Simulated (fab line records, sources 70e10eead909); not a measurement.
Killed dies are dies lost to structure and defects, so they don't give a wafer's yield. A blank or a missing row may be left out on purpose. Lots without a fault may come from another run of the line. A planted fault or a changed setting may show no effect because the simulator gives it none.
Chamber matching | flow nand_harc | NHARC_A_CHANNEL_FILL_D1_ALD_25 on ald_hk-03: 4 sister chambers
The step deposits SiOx, target thk 60 nm, pulse time 10 s, ald cycles 600. 22 wafers are shown with their chamber, then 11 later ones without.

WAFERS WITH THEIR CHAMBER
wafer  | chamber | heater_power_w (W) | precursor_pulse_height_rel | susceptor_temp_C (C)
L075.1 | 1       | 491                | 1.023                      | 299.94
L075.3 | 0       | 483                | 1.001                      | 300.14
L075.6 | 0       | 496                | 0.972                      | 300.06
L076.4 | 0       | 496                | 0.984                      | 299.74
L076.2 | 1       | 498                | 1.018                      | 300.11
L076.3 | 2       | 468                | 0.982                      | 299.87
L079.3 | 0       | 495                | 0.980                      | 300.11
L079.2 | 1       | 496                | 0.981                      | 299.81
L079.1 | 3       | 568                | 1.003                      | 300.12
L079.4 | 2       | 475                | 0.992                      | 299.75
L079.5 | 1       | 494                | 0.999                      | 299.77
L079.6 | 0       | 507                | 0.992                      | 299.86
L083.1 | 1       | 508                | 1.005                      | 299.85
L083.5 | 3       | 569                | 1.016                      | 299.89
L083.6 | 2       | 481                | 0.975                      | 300.08
L084.2 | 3       | 554                | 0.990                      | 299.81
L084.3 | 0       | 516                | 0.990                      | 299.96
L084.5 | 3       | 569                | 1.041                      | 299.80
L085.2 | 1       | 498                | 1.003                      | 299.84
L085.4 | 2       | 473                | 0.989                      | 299.85
L085.5 | 2       | 481                | 1.002                      | 299.90
L092.1 | 3       | 538                | 1.000                      | 300.17

SIGNATURES (means of the wafers above)
reading                    | chamber 0 | chamber 1 | chamber 2 | chamber 3 | scatter within a chamber
heater_power_w             | 498.83    | 497.50    | 475.60    | 559.60    | 9.66
precursor_pulse_height_rel | 0.98650   | 1.00483   | 0.98800   | 1.01000   | 0.0141
susceptor_temp_C           | 299.9783  | 299.8867  | 299.8900  | 299.9580  | 0.145
Rule: a wafer's distance from a chamber is the root of the sum, over the readings, of the square of ((its reading less the chamber's mean) divided by the reading's scatter). The wafer belongs to the nearest chamber; if the next one is less than 2 further off, it can't be placed. The scatter: the root of (the sum of the squares of (reading less its chamber's mean) over the shown wafers, divided by (wafers less chambers)).

WAFERS WITHOUT THEIR CHAMBER
wafer  | heater_power_w (W) | precursor_pulse_height_rel | susceptor_temp_C (C)
L092.2 | 477                | 0.965                      | 299.68
L092.4 | 515                | 1.018                      | 299.78
L095.2 | 571                | 0.976                      | 299.99
L095.1 | 490                | 0.984                      | 299.96
L095.5 | 486                | 1.005                      | 300.13
L096.4 | 541                | 1.004                      | 300.14
L096.3 | 491                | 1.015                      | 299.75
L096.2 | 486                | 0.990                      | 299.80
L096.1 | 470                | 0.990                      | 299.90
L096.5 | 562                | 1.007                      | 300.23
L096.6 | 482                | 1.006                      | 299.92

WHICH CHAMBER EACH WENT THROUGH
wafer  | from the rows above          | in truth
L092.2 | can't be placed: 2 or 0 or 1 | 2
L092.4 | can't be placed: 1 or 0      | 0
L095.2 | 3                            | 3
L095.1 | can't be placed: 0 or 2 or 1 | 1
L095.5 | can't be placed: 1 or 0 or 2 | 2
L096.4 | 3                            | 3
L096.3 | can't be placed: 1 or 2 or 0 | 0
L096.2 | can't be placed: 2 or 1 or 0 | 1
L096.1 | 2                            | 2
L096.5 | 3                            | 3
L096.6 | can't be placed: 2 or 1 or 0 | 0
Placed correctly: 4 of 11. Can't be placed from these rows: 7 (the true chamber is among the candidates in 7). Placed wrongly: 0.
